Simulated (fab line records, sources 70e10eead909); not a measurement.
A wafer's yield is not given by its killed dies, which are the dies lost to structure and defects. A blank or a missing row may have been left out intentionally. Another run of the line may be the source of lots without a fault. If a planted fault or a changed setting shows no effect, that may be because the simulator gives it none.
Chamber matching || flow nand_harc || 3 sister chambers for NHARC_A_STAIRCASE_DEP_417 on pecvd-02
The step deposits Si3N4, target thk 60 nm. 16 wafers are shown with their chamber, then 8 later ones without.

EACH WAFER AND ITS CHAMBER
{"wafer": "L074.1", "chamber": 0, "heater_power_w (W)": 703, "heater_power_outer_w (W)": 387}
{"wafer": "L074.2", "chamber": 1, "heater_power_w (W)": 766, "heater_power_outer_w (W)": 484}
{"wafer": "L074.5", "chamber": 0, "heater_power_w (W)": 703, "heater_power_outer_w (W)": 391}
{"wafer": "L077.3", "chamber": 0, "heater_power_w (W)": 786, "heater_power_outer_w (W)": 450}
{"wafer": "L077.4", "chamber": 1, "heater_power_w (W)": 676, "heater_power_outer_w (W)": 413}
{"wafer": "L077.6", "chamber": 0, "heater_power_w (W)": 810, "heater_power_outer_w (W)": 448}
{"wafer": "L075.2", "chamber": 0, "heater_power_w (W)": 748, "heater_power_outer_w (W)": 435}
{"wafer": "L075.3", "chamber": 1, "heater_power_w (W)": 720, "heater_power_outer_w (W)": 451}
{"wafer": "L075.5", "chamber": 2, "heater_power_w (W)": 918, "heater_power_outer_w (W)": 542}
{"wafer": "L081.1", "chamber": 2, "heater_power_w (W)": 894, "heater_power_outer_w (W)": 544}
{"wafer": "L081.2", "chamber": 0, "heater_power_w (W)": 837, "heater_power_outer_w (W)": 489}
{"wafer": "L081.4", "chamber": 2, "heater_power_w (W)": 904, "heater_power_outer_w (W)": 535}
{"wafer": "L080.2", "chamber": 0, "heater_power_w (W)": 723, "heater_power_outer_w (W)": 391}
{"wafer": "L080.4", "chamber": 2, "heater_power_w (W)": 825, "heater_power_outer_w (W)": 481}
{"wafer": "L080.6", "chamber": 0, "heater_power_w (W)": 723, "heater_power_outer_w (W)": 394}
{"wafer": "L085.1", "chamber": 2, "heater_power_w (W)": 830, "heater_power_outer_w (W)": 488}

SIGNATURES (means of the wafers above)
{"reading": "heater_power_w", "chamber 0": 754.12, "chamber 1": 720.67, "chamber 2": 874.20, "scatter within a chamber": 47.9}
{"reading": "heater_power_outer_w", "chamber 0": 423.12, "chamber 1": 449.33, "chamber 2": 518.00, "scatter within a chamber": 35.5}
Rule: for each reading, subtract the chamber's mean from the wafer's reading, divide by that reading's scatter and square the result; add these up over the readings and take the root, which gives the wafer's distance from the chamber. If the next closest chamber is less than 2 further off than the closest, the wafer can't be placed; otherwise it belongs to the closest. The scatter: take each reading less its chamber's mean, square it, sum over the shown wafers, divide by the number of wafers less the number of chambers, and take the root.

WAFERS WITH NO CHAMBER GIVEN
{"wafer": "L085.4", "heater_power_w (W)": 665, "heater_power_outer_w (W)": 422}
{"wafer": "L085.5", "heater_power_w (W)": 799, "heater_power_outer_w (W)": 445}
{"wafer": "L089.1", "heater_power_w (W)": 848, "heater_power_outer_w (W)": 492}
{"wafer": "L089.2", "heater_power_w (W)": 760, "heater_power_outer_w (W)": 409}
{"wafer": "L089.5", "heater_power_w (W)": 846, "heater_power_outer_w (W)": 491}
{"wafer": "L093.1", "heater_power_w (W)": 893, "heater_power_outer_w (W)": 531}
{"wafer": "L093.2", "heater_power_w (W)": 825, "heater_power_outer_w (W)": 449}
{"wafer": "L093.6", "heater_power_w (W)": 914, "heater_power_outer_w (W)": 530}

THE CHAMBER EACH PASSED THROUGH
{"wafer": "L085.4", "from the rows above": "can't be placed: 1 or 0", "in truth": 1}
{"wafer": "L085.5", "from the rows above": "can't be placed: 0 or 1 or 2", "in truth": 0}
{"wafer": "L089.1", "from the rows above": "can't be placed: 2 or 0", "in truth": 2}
{"wafer": "L089.2", "from the rows above": "can't be placed: 0 or 1", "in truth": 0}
{"wafer": "L089.5", "from the rows above": "can't be placed: 2 or 0 or 1", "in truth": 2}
{"wafer": "L093.1", "from the rows above": 2, "in truth": 2}
{"wafer": "L093.2", "from the rows above": "can't be placed: 0 or 1 or 2", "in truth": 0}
{"wafer": "L093.6", "from the rows above": 2, "in truth": 2}
Placed correctly: 2 of 8. Can't be placed from these rows: 6 (the true chamber is among the candidates in 6). Wrongly placed: 0.
